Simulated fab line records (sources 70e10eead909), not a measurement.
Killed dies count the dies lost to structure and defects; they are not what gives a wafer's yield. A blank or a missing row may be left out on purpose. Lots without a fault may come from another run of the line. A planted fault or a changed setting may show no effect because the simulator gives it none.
Check of tool commonality + flow nand harc + Sampled: 14 lots, 42 wafers

THE REASON FOR OPENING IT
At NHARC_A_ONON_D1_THK_MEAS_11 the reading thk nm is flagged on 2 of 14 lots. Wafers without a fault read 1000 nm, standard deviation 10.
Rule: flag the lot when none of its wafers has a number, or when each of its wafers that has one lies beyond 4 standard deviations from that mean. The other lots count as sound.

| lot  | measured     | on            | thk nm (nm), wafer by wafer | flag    |
|------|--------------|---------------|-----------------------------|---------|
| L669 | day 7 23:35  | film metro-02 | 991 990 991                 |         |
| L670 | day 8 04:43  | film metro-02 | 1015 1016 1014              |         |
| L671 | day 8 04:43  | film metro-01 | 997 996 997                 |         |
| L673 | day 8 12:11  | film metro-02 | 1002 1002 1003              |         |
| L676 | day 9 03:45  | film metro-01 | 755 756 756                 | FLAGGED |
| L677 | day 9 15:40  | film metro-01 | 759 757 758                 | FLAGGED |
| L683 | day 11 12:53 | film metro-01 | 1017 1019 1019              |         |
| L684 | day 11 12:56 | film metro-02 | 997 995 997                 |         |
| L685 | day 11 17:13 | film metro-02 | 979 981 980                 |         |
| L688 | day 12 10:37 | film metro-01 | 1012 1010 1012              |         |
| L689 | day 12 16:09 | film metro-01 | 996 997 995                 |         |
| L690 | day 12 16:11 | film metro-02 | 1000 1000 999               |         |
| L691 | day 13 01:06 | film metro-01 | 999 998 998                 |         |
| L692 | day 13 07:08 | film metro-02 | 1008 1011 1008              |         |
Average over the flagged lots: 757 nm; offset from the usual -243 nm, equal to -24 standard deviations.

WHICH TOOL EACH LOT WENT THROUGH
Before the reading, the record contains 2 process steps out of a 1159-step route. Cell contents, in order: the tool; ch with the chambers the sampled wafers went through; the start.
| lot  | flag    | NHARC_A_ZERO_WELL_RTA_16         | NHARC_A_ONON_D1_DEP_09           |
|------|---------|----------------------------------|----------------------------------|
| L669 |         | rtp anneal-01 ch 0, day 7 00:02  | pecvd onon-04 ch 0, day 7 23:04  |
| L670 |         | rtp anneal-01 ch 0, day 7 05:29  | pecvd onon-04 ch 0, day 8 04:11  |
| L671 |         | rtp anneal-01 ch 0, day 7 06:32  | pecvd onon-02 ch 0, day 8 04:11  |
| L673 |         | rtp anneal-02 ch 0, day 7 13:43  | pecvd onon-02 ch 0, day 8 11:44  |
| L676 | FLAGGED | rtp anneal-02 ch 0, day 8 06:40  | pecvd onon-02 ch 0, day 9 03:18  |
| L677 | FLAGGED | rtp anneal-02 ch 0, day 8 18:20  | pecvd onon-02 ch 0, day 9 15:10  |
| L683 |         | rtp anneal-02 ch 0, day 10 13:47 | pecvd onon-04 ch 0, day 11 12:22 |
| L684 |         | rtp anneal-01 ch 0, day 10 14:52 | pecvd onon-03 ch 0, day 11 12:26 |
| L685 |         | rtp anneal-02 ch 0, day 10 19:34 | pecvd onon-03 ch 0, day 11 16:50 |
| L688 |         | rtp anneal-01 ch 0, day 11 10:08 | pecvd onon-04 ch 0, day 12 10:10 |
| L689 |         | rtp anneal-02 ch 0, day 11 17:20 | pecvd onon-02 ch 0, day 12 15:38 |
| L690 |         | rtp anneal-01 ch 0, day 11 17:44 | pecvd onon-03 ch 0, day 12 15:44 |
| L691 |         | rtp anneal-01 ch 0, day 12 02:21 | pecvd onon-02 ch 0, day 13 00:43 |
| L692 |         | rtp anneal-02 ch 0, day 12 06:56 | pecvd onon-04 ch 0, day 13 06:38 |
These steps, and what they do:
- NHARC_A_ZERO_WELL_RTA_16: time 10 s.
- NHARC_A_ONON_D1_DEP_09: target thk 1000 nm.
- NHARC_A_ONON_D1_THK_MEAS_11: measures by ellipsometry.

FLAGGED OVER TOTAL, TOOL BY TOOL (the gauges that took the reading come last)
| step                        | tool          | lots run | flagged | share of the flagged lots | sound lots run after its first flagged lot |
|-----------------------------|---------------|----------|---------|---------------------------|--------------------------------------------|
| NHARC_A_ZERO_WELL_RTA_16    | rtp anneal-01 | 7        | 0       | none                      | -                                          |
| NHARC_A_ZERO_WELL_RTA_16    | rtp anneal-02 | 7        | 2       | all                       | 4 (L683,L685,L689,L692)                    |
| NHARC_A_ONON_D1_DEP_09      | pecvd onon-02 | 6        | 2       | all                       | 2 (L689,L691)                              |
| NHARC_A_ONON_D1_DEP_09      | pecvd onon-03 | 3        | 0       | none                      | -                                          |
| NHARC_A_ONON_D1_DEP_09      | pecvd onon-04 | 5        | 0       | none                      | -                                          |
| NHARC_A_ONON_D1_THK_MEAS_11 | film metro-01 | 7        | 2       | all                       | 4 (L683,L688,L689,L691)                    |
| NHARC_A_ONON_D1_THK_MEAS_11 | film metro-02 | 7        | 0       | none                      | -                                          |

THE TABLE: WHAT IT ALLOWS
Every flagged lot was run by 3 rows of the table: rtp anneal-02 at NHARC_A_ZERO_WELL_RTA_16, pecvd onon-02 at NHARC_A_ONON_D1_DEP_09 and film metro-01 at NHARC_A_ONON_D1_THK_MEAS_11.
- rtp anneal-02 at NHARC_A_ZERO_WELL_RTA_16: 2 of its 7 lots flagged. Sound lots followed the first flagged one (L683, L685, L689, L692) on it, something a lasting fault affecting the whole tool could not allow.
- pecvd onon-02 at NHARC_A_ONON_D1_DEP_09: 2 of its 6 lots flagged. Sound lots followed the first flagged one (L689, L691) on it, something a lasting fault affecting the whole tool could not allow.
- film metro-01 at NHARC_A_ONON_D1_THK_MEAS_11: 2 of its 7 lots flagged. Sound lots followed the first flagged one (L683, L688, L689, L691) on it, something a lasting fault affecting the whole tool could not allow.
None of the table's rows ran every flagged lot and, after the first, no sound lot.

WHAT THE SIMULATOR PUT IN
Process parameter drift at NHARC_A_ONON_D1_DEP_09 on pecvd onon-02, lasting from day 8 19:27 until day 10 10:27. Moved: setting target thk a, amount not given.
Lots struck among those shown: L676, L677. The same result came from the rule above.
